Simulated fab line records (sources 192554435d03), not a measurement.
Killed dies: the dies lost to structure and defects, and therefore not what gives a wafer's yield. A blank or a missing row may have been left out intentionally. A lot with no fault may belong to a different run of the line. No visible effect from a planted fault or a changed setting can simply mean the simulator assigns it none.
Struck lot and sound lot, side by side ; flow n5Finfet ; 16 out of 1938 route steps
Sound: wafers L158.1, L158.5, L158.6. Struck: wafer L171.2. (L171.3, L171.5 of the same lot were not struck and are left out.) The cause comes at the end.
For every step that has rows: the tool of each side, followed by ch and its chambers, followed by its first start. Under that, the readings that differ: sound wafers ; struck wafers ; difference of the means ; sigmas: that difference in standard deviations of wafers without a fault.
alike: same words and numbers on both sides, and readings whose means sit less than 2 such deviations apart. not compared: any withheld reading, any reading some wafer has no value for, any bound like >300 that may hide the same value, and any number with overlapping values for which the record gives no deviation.
The two part at a step that has a row with sigmas, a row that says differs or no value, or rows on one side only. Numbers that don't overlap but have no deviation are shown without sigmas and don't part them. A reading that every wafer of one side lacks parts them only if that side has two wafers or more.

N5_MOL_CONTACT_COAG_INSPECT_57: inspects for defects (brightfield).
  sound on defectInspect-02 at day 6 11:23; struck on defectInspect-02 at day 9 19:29
reading;sound;struck;difference;sigmas
rawDefectCount;338 353 320;184;-153;-3
then, 3 steps without rows for these wafers: N5_MOL_CONTACT_COAG_DESCUM_88 (chemistry O2, time 7 s); N5_MOL_CONTACT_COAG_ETCH_89 (etches underlayer in N2/H2, target depth 13 nm, time 10.4 s); N5_MOL_CONTACT_COAG_ETCH_90 (etches SiARC in CF4, target depth 13 nm, time 21.7 s).
N5_MOL_CONTACT_COAG_ALD_131: deposits SiO2, target thk 5 nm, pulse time 1 s, co reactant pulse time 1 s.
  sound on aldSin-03 ch 2,3, day 6 11:35; struck on aldSin-01 ch 0, day 9 19:39
reading;sound;struck;difference;sigmas
heaterPowerW (W);69 76 69;88;+17;+2
  alike: precursorPulseHeightRel
then, 1 step without rows for these wafers: N5_MOL_CONTACT_COAG_ETCHBACK_132 (etches SiO2 in CHF3, target depth 10 nm, time 6.7 s).
N5_MOL_CONTACT_COAG_ETCH_91: etches SOC in N2/H2, target depth 60 nm, overetch 21 nm, time 101.2 s.
  sound on rieDiel-01 ch 0,1,2, day 6 11:47; struck on rieDiel-06 ch 3, day 9 19:52
  alike: drypumpMotorCurrentA, h2FlowSccm, oesProductAu, rfFwdPowerW, rfVppV, showerheadPlenumPTorr, tempC, throttleValvePct
  not compared: rfHoursCounterH
then, 2 steps without rows for these wafers: N5_MOL_CONTACT_COAG_STRIP_92 (strips in N2/H2); N5_MOL_CONTACT_COAG_STRIP_93 (strips in N2/H2).
N5_MOL_CONTACT_COAG_ETCHBACK_135: etches SiO2 in CHF3, target depth 25 nm, time 16.7 s.
  sound on rieDiel-01 ch 0,1,2, day 6 11:53; struck on rieDiel-06 ch 3, day 9 19:57
  alike: CHF3_flow_sccm, drypumpMotorCurrentA, mfcArSccm, oesProductAu, rfFwdPowerW, rfVppV, showerheadPlenumPTorr, throttleValvePct
  not compared: rfHoursCounterH
then, 1 step without rows for these wafers: N5_MOL_CONTACT_COAG_STRIP_118 (strips in CHF3).
N5_MOL_CONTACT_COAG_VIA_ETCH_46: etches SiO2 in C4F6/O2, target depth 46 nm, overetch 9.2 nm, time 40 s.
  sound on rieDiel-01 ch 0,1,2, day 6 11:55; struck on rieDiel-06 ch 3, day 9 19:59
  alike: drypumpMotorCurrentA, mfcArSccm, oes_o_777_au, oesProductAu, rfFwdPowerW, rfVppV, showerheadPlenumPTorr, throttleValvePct
  not compared: rfHoursCounterH
N5_MOL_CONTACT_COAG_STRIP_96: strips in N2/H2.
  sound on rieDiel-01 ch 0,1,2, day 6 11:59; struck on rieDiel-06 ch 3, day 9 20:03
reading;sound;struck;difference;sigmas
powerW (W);499.3 500.7 499.1;558.5;+58.8;+37
  alike: biasPowerW, drypumpMotorCurrentA, h2FlowSccm, oesProductAu, rfVppV, showerheadPlenumPTorr, tempC, throttleValvePct
  not compared: rfHoursCounterH
N5_MOL_CONTACT_COAG_ETCH_47: etches SiNx in CH3F/O2, stops on W, target depth 27 nm.
  sound on rieDiel-01 ch 0,1,2, day 6 12:01; struck on rieDiel-06 ch 3, day 9 20:05
  alike: drypumpMotorCurrentA, etchRfOnTimeS, mfcArSccm, oes_o_777_au, oesProductAu, rfFwdPowerW, rfVppV, showerheadPlenumPTorr, throttleValvePct
  not compared: rfHoursCounterH
-- the record jumps here: 3 days lie between the struck wafers' starts before and after (it left off in module MOL_CONTACT_COAG and takes up again in module BEOL_M4, whose first step shown is number 1111 of the route) --
N5_BEOL_M4_RC_MEAS_101:
  sound on prober-02 ch 0, day 10 01:42; struck on prober-01 ch 0, day 13 02:28
  alike: DIBL_N, DIBL_P, IOFF_N, IOFF_P, ION_N, ION_P, SS_N, SS_P, VT_N, VT_P
-- the record jumps here: 4 days lie between the struck wafers' starts before and after (it left off in module BEOL_M4 and takes up again in module PASSIVATION, whose first step shown is number 1936 of the route) --
N5_PASSIVATION_PROBE_49:
  sound on prober-01 at day 14 04:50; struck on prober-02 at day 17 04:14
reading;sound;struck;difference;sigmas
defectLimitedYield (%);91.2 89.8 90.1;93.6;+3.2;+2
killedDies;104 120 117;75;-39;-2
killedShort;30 45 43;23;-16;-2
sort_bin_5_function (%);5.2 5.9 5.8;3.2;-2.4;-3
sortNPass;1076 1060 1063;1105;+39;+2
sortYieldPct (%);91.2 89.8 90.1;93.6;+3.2;+2
  alike: killed_at_M0_to_M3, killed_at_M4_up, killedAtContacts, killedAtFrontEnd, killedAtOther, killedOpen, sort_bin_6_memory

== WHERE THEY PART ==
Earliest at N5_MOL_CONTACT_COAG_INSPECT_57; latest, in this record, at N5_PASSIVATION_PROBE_49.

WHY: what had been put in by the simulator
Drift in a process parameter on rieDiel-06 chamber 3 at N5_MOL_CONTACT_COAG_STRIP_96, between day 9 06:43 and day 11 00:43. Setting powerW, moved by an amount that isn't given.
